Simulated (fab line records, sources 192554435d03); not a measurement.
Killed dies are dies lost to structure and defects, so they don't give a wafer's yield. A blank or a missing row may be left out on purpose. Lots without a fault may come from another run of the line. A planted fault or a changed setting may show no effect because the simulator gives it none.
Split-lot experiment | flow n5_finfet | 7 lots, 39 wafers read, on a route of 1938 steps

THE SPLIT
At N5_MOL_CONTACT_COAG_SPUTTER_143 (material Co, target thk 2.5 nm), the setting target_thk_a was moved away from the recipe's 25 angstrom on 12 of the 39 wafers read, by -47.9% to +50.2%. The other wafers ran this setting at the recipe's value.

The reading is taken at the split's own step.

THE READING
Co_of_MOL_CONTACT_COAG_SPUTTER_143.thk_nm (the simulator's own value, which no gauge read), in nm, at N5_MOL_CONTACT_COAG_SPUTTER_143 (material Co, target thk 2.5 nm). The file gives no usual value for it. The 27 wafers here that ran the recipe average 2.5 nm, standard deviation 0.14 nm.

wafer  | tool, chamber at the split | target_thk_a as run, angstrom | against the recipe | Co_of_MOL_CONTACT_COAG_SPUTTER_143.thk_nm, nm | against lot-mates on the recipe
L079.1 | pvd_sputter-01, -          | 18.28                         | -26.9%             | 1.8                                           | -0.6
L079.4 | pvd_sputter-01, -          | 18.28                         | -26.9%             | 1.8                                           | -0.6
L079.2 | pvd_sputter-01, -          | 25                            | recipe             | 2.4                                           | -
L079.3 | pvd_sputter-01, -          | 25                            | recipe             | 2.4                                           | -
L079.6 | pvd_sputter-01, -          | 25                            | recipe             | 2.4                                           | -
L079.5 | pvd_sputter-01, -          | 18.28                         | -26.9%             | 1.6                                           | -0.8
L084.1 | pvd_sputter-02, -          | 17.58                         | -29.7%             | 1.8                                           | -0.7
L084.3 | pvd_sputter-02, -          | 17.58                         | -29.7%             | 1.8                                           | -0.7
L084.2 | pvd_sputter-02, -          | 17.58                         | -29.7%             | 2                                             | -0.5
L084.4 | pvd_sputter-02, -          | 25                            | recipe             | 2.6                                           | -
L084.5 | pvd_sputter-02, -          | 25                            | recipe             | 2.6                                           | -
L084.6 | pvd_sputter-02, -          | 25                            | recipe             | 2.4                                           | -
L085.1 | pvd_sputter-03, -          | 25                            | recipe             | 2.4                                           | -
L085.3 | pvd_sputter-03, -          | 25                            | recipe             | 2.4                                           | -
L085.4 | pvd_sputter-03, -          | 25                            | recipe             | 2.4                                           | -
L085.6 | pvd_sputter-03, -          | 25                            | recipe             | 2.4                                           | -
L085.2 | pvd_sputter-03, -          | 25                            | recipe             | 2.8                                           | -
L085.5 | pvd_sputter-03, -          | 25                            | recipe             | 2.8                                           | -
L092.1 | pvd_sputter-01, -          | 37.54                         | +50.2%             | 3.8                                           | +1.2
L092.4 | pvd_sputter-01, -          | 37.54                         | +50.2%             | 3.8                                           | +1.2
L092.6 | pvd_sputter-01, -          | 37.54                         | +50.2%             | 3.8                                           | +1.2
L092.2 | pvd_sputter-01, -          | 25                            | recipe             | 2.6                                           | -
L092.3 | pvd_sputter-01, -          | 25                            | recipe             | 2.6                                           | -
L092.5 | pvd_sputter-01, -          | 25                            | recipe             | 2.6                                           | -
L094.1 | pvd_sputter-01, -          | 13.03                         | -47.9%             | 1.2                                           | -1.3
L094.4 | pvd_sputter-01, -          | 13.03                         | -47.9%             | 1.2                                           | -1.3
L094.6 | pvd_sputter-01, -          | 13.03                         | -47.9%             | 1.2                                           | -1.3
L094.2 | pvd_sputter-01, -          | 25                            | recipe             | 2.4                                           | -
L094.5 | pvd_sputter-01, -          | 25                            | recipe             | 2.4                                           | -
L094.3 | pvd_sputter-01, -          | 25                            | recipe             | 2.6                                           | -
L095.1 | pvd_sputter-03, -          | 25                            | recipe             | 2.4                                           | -
L095.3 | pvd_sputter-03, -          | 25                            | recipe             | 2.4                                           | -
L095.4 | pvd_sputter-03, -          | 25                            | recipe             | 2.4                                           | -
L095.5 | pvd_sputter-03, -          | 25                            | recipe             | 2.4                                           | -
L095.6 | pvd_sputter-03, -          | 25                            | recipe             | 2.4                                           | -
L095.2 | pvd_sputter-03, -          | 25                            | recipe             | 2.8                                           | -
L097.1 | pvd_sputter-01, -          | 25                            | recipe             | 2.4                                           | -
L097.5 | pvd_sputter-01, -          | 25                            | recipe             | 2.4                                           | -
L097.2 | pvd_sputter-01, -          | 25                            | recipe             | 2.6                                           | -

THE FIT
A straight line over all 39 wafers: Co_of_MOL_CONTACT_COAG_SPUTTER_143.thk_nm changes by +0.026 nm for each +1% of target_thk_a; r = +0.98; the points scatter about the line by 0.13 nm.
The same after taking each lot's own level away (the mean of its wafers on the recipe; 39 wafers): +0.0247 nm for each +1%; r = +0.98; scatter 0.12 nm.
On that fit, the largest move of target_thk_a shifts the reading by 1.2 nm.
The lots' own levels span 2.40 to 2.60 nm, that is 1.5 times the standard deviation above.
So the lot-to-lot level changes the slope little: the two slopes agree.
Check: with one of the wafers moved furthest among these (+50.2%) left out of the fit, the line predicts +1.24 nm for it against its lot-mates. It came out at +1.2 nm against them.

OTHER SPLITS ON THESE WAFERS
These wafers also went through other splits before the reading. Each is held against what the fit with the lots' levels taken away leaves over:
other split on the same wafers               | wafers away from the commonest value | r with Co_of_MOL_CONTACT_COAG_SPUTTER_143.thk_nm (lot level and that fit taken away)
N5_FIN_SAQP_HM_DEP_03 time_s                 | 12                                   | +0.02
N5_STI_FIN_REVEAL_ETCHBACK_08 target_depth_a | 12                                   | -0.29
N5_SD_EPI_N_ETCH_45 target_depth_a           | 12                                   | -0.01

THE FILE'S OWN FIT
Co_of_MOL_CONTACT_COAG_SPUTTER_143.thk_nm changes by +0.0247 nm for each +1% of target_thk_a, r = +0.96.
